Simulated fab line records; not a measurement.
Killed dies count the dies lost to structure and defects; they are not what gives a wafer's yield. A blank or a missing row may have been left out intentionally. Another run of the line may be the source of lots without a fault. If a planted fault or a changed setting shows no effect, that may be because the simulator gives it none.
A struck lot beside a sound one -- flow n5 finfet -- 18 steps out of a route of 1938
Sound: wafers L247.3, L247.6. Wafers struck: L239.1, L239.4, L239.5. The cause is named last.
At each step with rows: each side's tool, then ch and its chambers, then its first start. Under that, the readings that differ: sound wafers -- struck wafers -- difference of the means -- sigmas: that difference in standard deviations of wafers without a fault.
alike: words and numbers the same on both sides, and readings whose means are apart by under 2 such deviations; not compared: readings that were withheld, readings missing a value for some wafer, numbers with overlapping values and no deviation given by the record, and bounds like >300 which may hide the same value.
A row with sigmas, a row that says differs or no value, or rows on one side alone: a step with any of these is where the two part. Non-overlapping numbers with no deviation appear without sigmas and do not part them. A reading that every wafer of one side lacks parts them only if that side has two wafers or more.

first, 4 steps without rows for these wafers: N5_STI_FIN_REVEAL_PRECLEAN_25 (cleans in SPM, time 90 s); N5_STI_FIN_REVEAL_PRECLEAN_26 (cleans in SC1, time 45 s); N5_STI_FIN_REVEAL_PRECLEAN_29 (cleans in DHF, time 30 s); N5_STI_FIN_REVEAL_SRD_12 (time 30 s).
N5_STI_FIN_REVEAL_RECESS_09: chemistry HF/NH3, target SiO2, afs cycles 11, target depth 42.5 nm, sublimation time 60 s.
  sound on vapor etch-02 ch 1, day 7 14:24; struck on vapor etch-02 ch 0,1, day 5 11:14
  alike: drypump motor current A
then, 2 steps without rows for these wafers: N5_STI_FIN_REVEAL_STRIP_16 (strips SiNx in H3PO4, target depth 23.8 nm); N5_STI_FIN_REVEAL_PRECLEAN_17 (cleans in NF3:NH3, afs cycles 1, time 20 s, sublimation time 60 s).
N5_STI_FIN_REVEAL_ETCH_34: etches Si in H2, material Si, target depth 0.97 nm.
  sound on rie si-05 ch 0,3, day 7 15:58; struck on rie si-03 ch 0,1, day 5 13:19
  alike: chamber pressure mTorr, drypump motor current A, he backside leak sccm, oes product au, throttle valve pct
  not compared: rf hours counter h
N5_STI_FIN_REVEAL_OXIDATION_31: chemistry O2 PLASMA REMOTE, time 20 s.
  sound on plasma asher-01 ch 0,1, day 7 16:02; struck on plasma asher-01 ch 1, day 5 13:23
  alike: chamber pressure mTorr, drypump motor current A, heater power w
  not compared: rf hours counter h
then, 3 steps without rows for these wafers: N5_STI_FIN_REVEAL_PRECLEAN_32 (cleans in NF3:NH3, afs cycles 1, time 20 s, sublimation time 60 s); N5_STI_FIN_REVEAL_STRIP_35 (strips Si3N4 in H3PO4, target depth 4 nm, time 39 s); N5_STI_FIN_REVEAL_SRD_21 (time 30 s).
N5_STI_FIN_REVEAL_OXIDATION_33: chemistry O2 PLASMA REMOTE, time 20 s.
  sound on plasma asher-01 ch 1, day 7 16:23; struck on plasma asher-01 ch 0, day 5 13:44
  no value came back on the struck wafers for chamber pressure mTorr (mTorr), drypump motor current A (A), heater power w (W); on the sound wafers chamber pressure mTorr (mTorr) reads 1001.1 1001.2
  not compared: rf hours counter h
then, 2 steps without rows for these wafers: N5_STI_FIN_REVEAL_CLEAN_19 (cleans in O3/DIW, time 120 s); N5_STI_FIN_REVEAL_SRD_23 (time 30 s).
N5_STI_FIN_REVEAL_CD_MEAS_22: target cd 6.238 nm, pitch 28 nm.
  sound on cd sem-02 at day 7 16:32; struck on cd sem-01 at day 5 13:53
reading,sound,struck,difference,sigmas
cd nm (nm),6.11 6.12,7.35 7.27 6.66,+0.98,+3
N5_STI_FIN_REVEAL_FIN_H_MEAS_10:
  sound on ocd-01 at day 7 16:34; struck on ocd-01 at day 5 13:55
  alike: trench depth nm
-- the record jumps here: 11 days lie between the struck wafers' starts before and after (it left off in module STI_FIN_REVEAL and takes up again in module PASSIVATION, whose first step shown is number 1936 of the route) --
N5_PASSIVATION_PROBE_49:
  rows exist in the record for the struck wafers here (prober-01, day 16 10:08), but not for the sound ones

WHERE THEY PART
First at N5_STI_FIN_REVEAL_OXIDATION_33; last, within this record, at N5_PASSIVATION_PROBE_49.

WHY: what the simulator had put in
At N5_STI_FIN_REVEAL_OXIDATION_33, the step was skipped entirely on plasma asher-01 from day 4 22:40 on. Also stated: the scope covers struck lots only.
